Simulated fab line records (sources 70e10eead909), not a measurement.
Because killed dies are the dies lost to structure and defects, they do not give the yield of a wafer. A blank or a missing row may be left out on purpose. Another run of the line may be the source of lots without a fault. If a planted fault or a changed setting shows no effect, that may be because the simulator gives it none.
Chamber matching ; flow nand_harc ; NHARC_A_M0_ETCH_34 on rie_diel-02: 4 sister chambers
The step etches the open film in N2/H2, target depth 40 nm, overetch 12 nm, time 43.94 s. 8 wafers are shown with their chamber, then 12 later ones without.

== WAFERS PAIRED WITH THEIR CHAMBERS ==
wafer;chamber;drypump_motor_current_A (A);rf_vpp_V (V)
L084.6;2;6.1;425.8
L086.6;3;5.9;429.2
L088.1;3;6.0;428.7
L088.2;0;5.6;428.4
L088.3;1;6.0;426.4
L090.3;0;5.6;427.4
L090.4;1;6.0;425.0
L090.6;2;6.1;426.9

== WAFERS WITHOUT THEIR CHAMBER ==
wafer;drypump_motor_current_A (A);rf_vpp_V (V)
L093.3;5.6;429.1
L093.4;6.0;425.6
L093.5;6.1;426.4
L094.1;5.6;427.2
L094.2;6.0;427.0
L094.5;6.0;426.9
L096.2;5.7;427.1
L096.3;6.0;425.4
L096.5;6.0;427.0
L097.3;6.0;426.2
L097.4;6.0;428.1
L097.5;6.0;425.8

== THE CHAMBER EACH PASSED THROUGH ==
wafer;from the rows above;in truth
L093.3;0;0
L093.4;1;1
L093.5;2;2
L094.1;0;0
L094.2;can't be placed: 1 or 2 or 3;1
L094.5;can't be placed: 1 or 2 or 3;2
L096.2;0;0
L096.3;1;1
L096.5;can't be placed: 1 or 2 or 3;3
L097.3;1;1
L097.4;can't be placed: 3 or 1 or 2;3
L097.5;1;1
Correct placement for 8 of the 12. Not placeable from these rows: 4 (in 4, the candidates include the true chamber). Wrongly placed: 0.
How it was worked out, from the rows above alone: a wafer's distance from a chamber is the root of the sum, over the readings, of the square of ((its reading less the chamber's mean) divided by the reading's scatter). The wafer belongs to the nearest chamber; if the next one is less than 2 further off, it can't be placed. Each chamber's mean is taken over the wafers shown for it. The scatter: the root of (the sum of the squares of (reading less its chamber's mean) over the shown wafers, divided by (wafers less chambers)).
